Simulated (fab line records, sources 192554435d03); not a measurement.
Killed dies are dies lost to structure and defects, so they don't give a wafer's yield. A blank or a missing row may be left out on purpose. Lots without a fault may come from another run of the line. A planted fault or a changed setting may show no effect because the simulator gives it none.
fab line records | flow n5_finfet
record lots=4 wafers=12 last_day=17
route steps=1938 shown BEOL_M9@1459 BEOL_M10@1470 PASSIVATION@1936
lots that met no fault: from a run of the same line without faults
start_h: hours from the record's first day to the start of the lot's first wafer shown | wait_h: hours since the lot's step before | " the same as in the row above | L1.1+2: a row that stands for several wafers | - no value, or no start given | * or withheld: withheld | < > ~ a bound
route shown NAME@n: a module of which the file shows steps, and the number in the route of the first | usual: mean/standard deviation of fault-free wafers | same: alike in all rows | chamber/n: place in a boat | sites: the reading at each site | _std_site: their standard deviation | _edge_site: outer sites' mean less inner sites' | radius_mm: how far each site lies from the wafer's centre | mask NAME#n: copy n | behind: the tool/chamber that last shaped the wafer | hold: why the lot was held/for how many hours/how that ended | device: the transistor (n, p or np) that didn't switch | end of line: the same wafers' tests at the end of the route | a step without rows: its recipe alone | killed: dies lost to structure and defects at the first sort, not the wafer's yield | map: a wafer's dies, x killed, . not, _ none there
set.NAME: the setting as run; set.NAME@STEP: as run at that earlier step | model.NAME: the simulator's own value behind a step, which no gauge read
lots at some steps of the route; a table a step, a row a wafer
services: from which hour (start_h, from the record's first day; less than 0 if before it) a tool's chamber was out of use, for how many hours, and why
## steps
# step N5_BEOL_M9_SURFACE_TREAT_79
# recipe gas=Ar time_s=* ion_energy_ev=* ion_current_ma_cm2=0.5 pressure_mtorr=* ar_flow_sccm=30
# step N5_BEOL_M9_CVD_78
# recipe material=Co target_thk_a=20 temp_c=withheld precursor=CCTBA/H2 pressure_torr=30 time_s=138.9
# step N5_BEOL_M9_SPUTTER_48
# recipe material=Cu target_thk_a=120 temp_c=-20 bias_v=60 power_w=26000 chamber_pressure_pa=0.13 time_s=2
# step N5_BEOL_M9_ECD_50
# recipe material=Cu target_thk_a=3180
# step N5_BEOL_M9_ANNEAL_51
# recipe temp_c=225 time_s=90 ambient=N2
# step N5_BEOL_M9_CMP_52
# recipe stop_on=SiCOH_lowk t_overpolish_s=7 down_force_psi=1 platen_rpm=50 clearing_platen_down_force_psi=1.5 clearing_platen_rpm=50 post_cmp_clean=cu_alkaline target_thk_nm=140 clearing_platen_pad_velocity_m_s=0.99484 pad_velocity_m_s=0.99484
# step N5_BEOL_M9_PRE_CLEAN_55
# recipe gas=NH3 time_s=15 temp_c=withheld rf_power_w=300
# step N5_BEOL_M9_DEP_56
# recipe material=SiCN target_thk_a=150 temp_c=withheld precursor=3MS/NH3 pressure_torr=3 rf_w=202 time_s=26.5
# step N5_BEOL_M10_ILD_DEP_00
# recipe material=SiCOH_lowk target_thk_a=3085.1 temp_c=300 precursor=DEMS/porogen pressure_torr=5 rf_w=500 time_s=58
# step N5_BEOL_M10_CURE_71
# recipe temp_c=385 time_s=240 ambient=He/Ar material=SiCOH_lowk
# usual lamp_power_pct=52.32/0.057 run_length_s=286.8/1.6 time_s=240/0 wafer_temp_C_max=386.7/0.65
# columns lot.wafer tool chamber start_h wait_h lamp_power_pct run_length_s time_s wafer_temp_C_max model.SiCOH_lowk_of_BEOL_M10_ILD_DEP_00.thk_nm
L759.1 uv_cure-02 2 226.86 0.0 52.36 290.1 240 386.3 264.8
L759.3 " 2 " " 52.43 289.9 240 386.5 265.8
L759.4 " 2 " " 52.31 290.6 240 386.2 269.6
L760.3 uv_cure-03 2 227.66 0.2 52.21 285.4 240 386.0 256.2
L760.5 " 2 " " 52.31 285.4 240 386.6 261.2
L760.6 " 2 " " 52.42 286.1 240 386.7 263.2
L778.3 uv_cure-03 2 346.00 0.2 - - - - 300.8
L778.4 " 2 " " - - - - 313.6
L778.5 " 2 " " - - - - 310.6
L779.2 uv_cure-01 0 350.74 0.1 - - - - 302.4
L779.4 " 0 " " - - - - 302.4
L779.6 " 0 " " - - - - 312.2
# step N5_BEOL_M10_THK_MEAS_01
# recipe reads=SiCOH_lowk_of_BEOL_M10_ILD_DEP_00
# usual M10_ILD_THK=265/3.8
# columns lot.wafer tool chamber start_h wait_h M10_ILD_THK[nm]
L759.1 film_metro-01 - 227.85 0.8 265
L759.3 " - " " 266
L759.4 " - " " 270
L760.3 film_metro-01 - 228.01 0.3 256
L760.5 " - " " 261
L760.6 " - " " 263
L778.3 film_metro-02 - 346.35 0.3 301
L778.4 " - " " 314
L778.5 " - " " 311
L779.2 film_metro-01 - 351.18 0.4 302
L779.4 " - " " 302
L779.6 " - " " 312
# step N5_BEOL_M10_PECVD_70
# recipe material=SiO2 target_thk_a=200 temp_c=400 precursor=TEOS/O2 pressure_torr=5.5 rf_w=450 teos_flow_sccm=53.8 gas=O2 flow_sccm=3000 time_s=22.7
# step N5_BEOL_M10_HM_DEP_02
# recipe material=TiN target_thk_a=200 temp_c=25 chamber_pressure_pa=0.49996
# step N5_BEOL_M10_COAT_59
# recipe resist=SOC temp_c=250 time_s=60 spin_rpm=1500 resist_thk_nm=100
# step N5_BEOL_M10_COAT_60
# recipe resist=SiARC temp_c=220 time_s=60 spin_rpm=1500 resist_thk_nm=30
# step N5_BEOL_M10_COAT_05
# recipe resist=CAR-ArF spin_rpm=1500 resist_thk_nm=90
# step N5_BEOL_M10_EBR_07
# recipe solvent=PGMEA ebr_width_mm=1.5
# step N5_BEOL_M10_SOFTBAKE_06
# recipe temp_c=110 time_s=60 resist=CAR-ArF
# step N5_BEOL_M10_EXPOSE_08
# recipe mask_id=M10 na=1.35 source_shape=dipole sigma_inner=0.411 sigma_outer=0.611 polarization=te dose_mj=53.75
# step N5_BEOL_M10_PEB_09
# recipe peb_temp_c=withheld peb_time_s=60 resist=CAR-ArF
# step N5_BEOL_M10_DEVELOP_10
# recipe develop_time_s=30 developer=TMAH resist=CAR-ArF rinse_liquid=diw dry=air_spin dev_temp_c=23
# step N5_BEOL_M10_DESCUM_16
# recipe chemistry=O2 time_s=7.9 source_power_w=50 bias_power_w=20 pressure_mtorr=20 rf_frequency_hz=2.712e+07 temp_c=40 resist=CAR-ArF o2_flow_sccm=225
# step N5_BEOL_M10_ETCH_61
# recipe chemistry=CF4 target=SiARC target_depth_a=390 mask_material=CAR-ArF time_s=65 ion_energy_ev=80 pressure_mtorr=40 source_w=545 bias_w=36 Ar_flow_sccm=100 cf4_flow_sccm=100 ends=cleared
# step N5_BEOL_M10_ETCH_62
# recipe chemistry=N2/H2 target=SOC target_depth_a=1100 overetch_a=220 mask_material=SiARC temp_c=40 time_s=165 ion_energy_ev=200 pressure_mtorr=30 source_w=840 bias_w=150 n2_flow_sccm=200 h2_flow_sccm=200
# step N5_BEOL_M10_STRIP_68
# recipe chemistry=N2/H2 temp_c=40 n2_flow_sccm=200 h2_flow_sccm=200 rf_frequency_hz=6e+07
# step N5_BEOL_M10_STRIP_67
# recipe chemistry=CF4 resist=SiARC power_w=300 bias_power_w=75 pressure_mtorr=50 cf4_flow_sccm=150 rf_frequency_hz=6e+07
# step N5_BEOL_M10_HM_OPEN_17
# recipe chemistry=Cl2/BCl3 target_depth_a=200 overetch_a=60 target=TiN mask_material=SOC ion_energy_ev=150 pressure_mtorr=10 icp_w=1000 bias_w=126 Cl2_flow_sccm=53.25 bcl3_flow_sccm=21.75 Ar_flow_sccm=25
# step N5_BEOL_M10_STRIP_19
# recipe chemistry=O2 power_w=400 temp_c=40 pressure_mtorr=30 rf_frequency_hz=6e+07 bias_power_w=0 overash_fraction=0.2 o2_flow_sccm=225
# step N5_BEOL_M10_COAT_63
# recipe resist=SOC temp_c=250 time_s=60 spin_rpm=1500 resist_thk_nm=100
# step N5_BEOL_M10_COAT_64
# recipe resist=SiARC temp_c=220 time_s=60 spin_rpm=1500 resist_thk_nm=30
# step N5_BEOL_M10_COAT_22
# recipe resist=CAR-ArF spin_rpm=1500 resist_thk_nm=90
# step N5_BEOL_M10_EBR_24
# recipe solvent=PGMEA ebr_width_mm=1.5
# step N5_BEOL_M10_SOFTBAKE_23
# recipe temp_c=110 time_s=60 resist=CAR-ArF
# step N5_BEOL_M10_EXPOSE_25
# recipe mask_id=V9 na=1.35 source_shape=annular sigma_inner=0.5 sigma_outer=0.8 polarization=unpolarized dose_mj=85.5
# step N5_BEOL_M10_PEB_26
# recipe peb_temp_c=withheld peb_time_s=60 resist=CAR-ArF
# step N5_BEOL_M10_CMP_52
# recipe stop_on=SiCOH_lowk t_overpolish_s=7 down_force_psi=1 platen_rpm=50 clearing_platen_down_force_psi=1.5 clearing_platen_rpm=50 post_cmp_clean=cu_alkaline target_thk_nm=140 clearing_platen_pad_velocity_m_s=0.99484 pad_velocity_m_s=0.99484
# usual edge_zone_pressure_frac=1.000/0.006 motor_current_A=6.1/0.58 retaining_ring_pressure_frac=1.000/0.005
# columns lot.wafer tool chamber start_h wait_h edge_zone_pressure_frac motor_current_A retaining_ring_pressure_frac model.SiCOH_lowk_of_BEOL_M10_ILD_DEP_00.thk_nm
L759.1 cmp-04 3 234.84 0.3 1.006 7.1 1.006 261.8
L759.4 " 0 " " 1.011 5.2 1.003 266.6
L759.3 " 1 " " 0.997 6.2 0.993 262.8
L760.3 cmp-04 1 235.27 0.3 0.995 6.2 1.000 253.2
L760.6 " 3 " " 0.992 6.8 0.989 260.2
L760.5 " 0 " " 0.997 5.3 1.005 258.2
L778.4 cmp-03 1 351.80 0.1 0.993 5.4 0.998 310.6
L778.3 " 2 " " 0.987 6.5 1.012 297.8
L778.5 " 2 " " 0.995 6.6 1.002 307.6
L779.4 cmp-04 1 358.24 0.1 0.999 6.1 1.001 299.4
L779.2 " 2 " " 1.004 5.6 0.998 299.4
L779.6 " 1 " " 0.991 6.3 0.998 309.2
# step N5_PASSIVATION_PROBE_49
# usual defect_limited_yield=91.3/1.5 killed_at_M0_to_M3=34/9.4 killed_at_M4_up=13/5.3 killed_at_contacts=13/5.7 killed_at_front_end=40/10 killed_at_other=3.7/2.8 killed_dies=103/17 killed_open=67/13 killed_short=35/8.5 sort_bin_5_function=5.0/0.98 sort_bin_6_memory=3.3/0.7 sort_n_pass=1077/17 sort_yield_pct=91.3/1.5
# same gross_dies=1180 killed_at_back_side=0 sort_bin_4_leakage[%]=0 sort_bin_8_speed[%]=0
# columns lot.wafer tool chamber start_h wait_h defect_limited_yield[%] killed_at_M0_to_M3 killed_at_M4_up killed_at_contacts killed_at_front_end killed_at_other killed_dies killed_open killed_short sort_bin_5_function[%] sort_bin_6_memory[%] sort_n_pass sort_yield_pct[%]
L760.3 prober-02 - 290.01 0.1 91.9 34 10 14 33 5 96 67 29 4.4 3.2 1084 91.9
L760.5 prober-02 - 290.11 0.2 91.3 46 6 10 31 10 103 68 35 4.9 3.3 1077 91.3
L760.6 prober-02 - 290.16 0.3 91.1 30 16 8 45 6 105 63 38 5.0 3.5 1075 91.1
# killed by level:class
L760.3 MOL_CONTACT_COAG:geometric_particle:open=13 BEOL_M2:geometric_particle:open=12 FIN_SAQP:geometric_particle:open=10 STI_FIN_REVEAL:geometric_particle:open=9 BEOL_M0_SAQP:geometric_particle:short=8 FIN_SAQP:geometric_particle:short=7 BEOL_M4:geometric_particle:open=6 BEOL_M0_SAQP:geometric_particle:open=5
L760.5 BEOL_M0_SAQP:geometric_particle:open=18 BEOL_M0_SAQP:geometric_particle:short=14 STI_FIN_REVEAL:geometric_particle:open=10 BEOL_M1:geometric_particle:open=6 MOL_CONTACT_COAG:geometric_particle:open=6 FIN_SAQP:geometric_particle:open=5 FIN_SAQP:geometric_particle:short=4 ILD0:geometric_particle:open=4
L760.6 FIN_SAQP:geometric_particle:open=9 MOL_CONTACT_COAG:geometric_particle:open=8 BEOL_M0_SAQP:geometric_particle:open=7 BEOL_M0_SAQP:geometric_particle:short=6 BEOL_M2:geometric_particle:open=6 FIN_SAQP:geometric_particle:short=5 STARTING-WAFER:geometric_particle:short=5 STI_FIN_REVEAL:geometric_particle:open=4
## services
# columns tool chamber start_h hours kind
uv_cure-02 - 221.70 1.0 pm
cmp-04 - 239.30 0.7 repair
uv_cure-02 - 248.79 5.7 repair
uv_cure-02 - 259.17 1.2 repair
cmp-03 - 260.77 3.3 pm
cmp-04 - 262.37 5.8 repair
uv_cure-03 - 266.49 0.5 repair
cmp-03 - 273.35 1.4 repair
cmp-04 - 279.00 5.4 pm
cmp-04 - 287.56 4.0 pm
uv_cure-02 - 287.91 0.4 repair
cmp-04 - 291.56 - consumable_replace:conditioner
cmp-04 - 291.56 - consumable_replace:pad
cmp-03 - 292.18 4.0 pm
cmp-03 - 296.18 - consumable_replace:conditioner
cmp-03 - 296.18 - consumable_replace:pad
cmp-03 - 312.01 4.2 repair
uv_cure-01 - 318.81 1.0 pm
uv_cure-01 - 332.29 5.1 repair
cmp-03 - 338.88 11.3 pm
cmp-04 - 339.12 1.3 repair
cmp-04 - 344.77 1.8 repair
## key
first_sign step=N5_BEOL_M10_CURE_71 reading=tool_record direction=missing
effect step=N5_BEOL_M10_THK_MEAS_01 reading=M10_ILD_THK direction=up sigmas=11 usual=265 struck=307
model_effect step=N5_BEOL_M10_CURE_71 value=SiCOH_lowk_of_BEOL_M10_ILD_DEP_00.thk_nm without=266.6 struck=307
model_effect step=N5_BEOL_M10_CMP_52 value=SiCOH_lowk_of_BEOL_M10_ILD_DEP_00.thk_nm without=263.6 struck=304
met_at N5_BEOL_M10_CURE_71
struck_wafers L778.3,L778.4,L778.5,L779.2,L779.4,L779.6
onset_between 227.66 346.00
fault kind=skipped_step_whole tool=uv_cure-01,uv_cure-03 chamber=- onset_h=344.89 steps=N5_BEOL_M10_CURE_71 scope=struck_lots_only
